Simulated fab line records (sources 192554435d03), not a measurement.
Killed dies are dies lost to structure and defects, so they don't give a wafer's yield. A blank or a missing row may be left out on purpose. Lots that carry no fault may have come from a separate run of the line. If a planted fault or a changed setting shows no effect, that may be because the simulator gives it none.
Which tool is to blame? :: flow n5 finfet :: 19 wafers from 7 lots sampled at 3 of the route's 1938 steps

## WHAT THE GAUGES READ, wafer by wafer
N5_BEOL_M7_OCD_MEAS_38.
lot: L135
measured: day 9 10:28
on: ocd-02
trench depth nm (nm): 95.4 95.0 94.6

lot: L141
measured: day 11 07:44
on: ocd-02
trench depth nm (nm): 95.1 93.8 92.8

lot: L147
measured: day 12 21:11
on: ocd-02
trench depth nm (nm): 93.1 76.9

lot: L151
measured: day 13 06:14
on: ocd-02
trench depth nm (nm): 78.0 76.0

lot: L153
measured: day 14 10:05
on: ocd-01
trench depth nm (nm): 93.7 93.1 94.6

lot: L154
measured: day 14 13:14
on: ocd-02
trench depth nm (nm): 92.3 94.5 93.7

lot: L155
measured: day 14 13:23
on: ocd-01
trench depth nm (nm): 90.8 91.8 91.5

## WHICH TOOL RAN EACH LOT (tool, then ch and the chambers of the sampled wafers, then the start)
lot: L135
N5_BEOL_M7_DESCUM_33: rie diel-01 ch 1,2,3, day 9 10:02
N5_BEOL_M7_TRENCH_ETCH_37: rie diel-01 ch 1,2,3, day 9 10:18

lot: L141
N5_BEOL_M7_DESCUM_33: rie diel-01 ch 1,2,3, day 11 07:19
N5_BEOL_M7_TRENCH_ETCH_37: rie diel-01 ch 1,2,3, day 11 07:35

lot: L147
N5_BEOL_M7_DESCUM_33: rie diel-01 ch 0,2, day 12 20:46
N5_BEOL_M7_TRENCH_ETCH_37: rie diel-01 ch 0,2, day 12 21:02

lot: L151
N5_BEOL_M7_DESCUM_33: rie diel-01 ch 2,3, day 13 05:48
N5_BEOL_M7_TRENCH_ETCH_37: rie diel-01 ch 2,3, day 13 06:04

lot: L153
N5_BEOL_M7_DESCUM_33: rie diel-05 ch 2,3, day 14 09:40
N5_BEOL_M7_TRENCH_ETCH_37: rie diel-05 ch 2,3, day 14 09:56

lot: L154
N5_BEOL_M7_DESCUM_33: rie diel-05 ch 1,2,3, day 14 12:49
N5_BEOL_M7_TRENCH_ETCH_37: rie diel-05 ch 1,2,3, day 14 13:05

lot: L155
N5_BEOL_M7_DESCUM_33: rie diel-03 ch 1,2,3, day 14 12:58
N5_BEOL_M7_TRENCH_ETCH_37: rie diel-03 ch 1,2,3, day 14 13:14
- N5_BEOL_M7_DESCUM_33: chemistry O2, time 7 s.
- N5_BEOL_M7_TRENCH_ETCH_37: etches SiCOH lowk in C4F6/O2, target depth 93.478 nm, time 31.2 s.

## THE ANSWER, worked out from the rows above alone
Rule: the lots themselves supply what counts as usual. Put in order of their means at a reading, lots are off if they are a third of the lots or fewer, leave a main group of 4 or more, and stand apart from it by a gap of 3 or more times the standard deviation of the main group's means; of several such gaps the widest counts. Not used: any main group whose means are identical at the precision the tables above print for the reading. Also off: a lot with no number at a reading for which 4 or more lots have one. Where the step has rows for the other lots, those lots are counted as sound.
Off, at N5_BEOL_M7_OCD_MEAS_38 on trench depth nm: L147, L151. Main group: mean 93.5 nm, sd 1.2.
A tool fits if, at a process step before that reading, it ran every lot that is off, and no sound lot after the first of them. The gauges at N5_BEOL_M7_OCD_MEAS_38 are tried like those tools. One fits: rie diel-01 at N5_BEOL_M7_DESCUM_33 and N5_BEOL_M7_TRENCH_ETCH_37. At N5_BEOL_M7_DESCUM_33 its last sound lot is L141 (day 11 07:19), its first lot that is off L147 (day 12 20:46): a fault that began between those two fits.

## WHAT HAD BEEN PUT IN BY THE SIMULATOR
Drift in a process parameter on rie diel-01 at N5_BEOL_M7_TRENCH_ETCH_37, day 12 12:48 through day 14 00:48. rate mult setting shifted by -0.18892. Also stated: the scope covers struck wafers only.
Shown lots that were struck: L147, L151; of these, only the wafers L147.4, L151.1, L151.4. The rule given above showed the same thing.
